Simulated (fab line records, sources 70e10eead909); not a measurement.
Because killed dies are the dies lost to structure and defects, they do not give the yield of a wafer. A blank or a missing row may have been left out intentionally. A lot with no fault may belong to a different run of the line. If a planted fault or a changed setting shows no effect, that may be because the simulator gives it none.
Chamber matching -- flow nandHarc -- rieDiel-06 running NHARC_A_STAIRCASE_TRIM_196: 4 sister chambers
The step chemistry O2, time 211.2 s. 7 wafers are shown with their chamber, then 9 later ones without.

EACH WAFER AND ITS CHAMBER
wafer,chamber,showerheadPlenumPTorr (Torr),rfVppV (V)
L078.1,2,3.77,58.3
L078.4,3,3.46,56.6
L085.4,2,3.75,58.6
L089.5,1,3.58,57.7
L090.1,1,3.58,58.6
L090.4,0,3.53,57.9
L090.5,0,3.53,58.5

WAFERS WITHOUT THEIR CHAMBER
wafer,showerheadPlenumPTorr (Torr),rfVppV (V)
L091.1,3.44,57.4
L091.4,3.58,58.9
L091.5,3.44,57.3
L095.2,3.74,58.3
L095.3,3.44,58.3
L095.6,3.52,57.9
L097.3,3.57,58.5
L097.4,3.74,59.0
L097.6,3.57,58.2

EACH ONE'S CHAMBER
wafer,from the rows above,in truth
L091.1,3,3
L091.4,1,1
L091.5,3,3
L095.2,2,2
L095.3,3,3
L095.6,0,0
L097.3,1,1
L097.4,2,2
L097.6,1,1
Correctly placed: 9 of 9. Number that these rows cannot place: 0. Number placed wrongly: 0.
How it was worked out, from the rows above alone: a wafer's distance from a chamber is the root of the sum, over the readings, of the square of ((its reading less the chamber's mean) divided by the reading's scatter). The wafer belongs to the nearest chamber; if the next one is less than 2 further off, it can't be placed. The mean given for a chamber averages the wafers shown for that chamber. How the scatter is found: for the shown wafers, subtract from each reading the mean of its chamber, square and add these, divide the total by (wafers less chambers), then take the root.
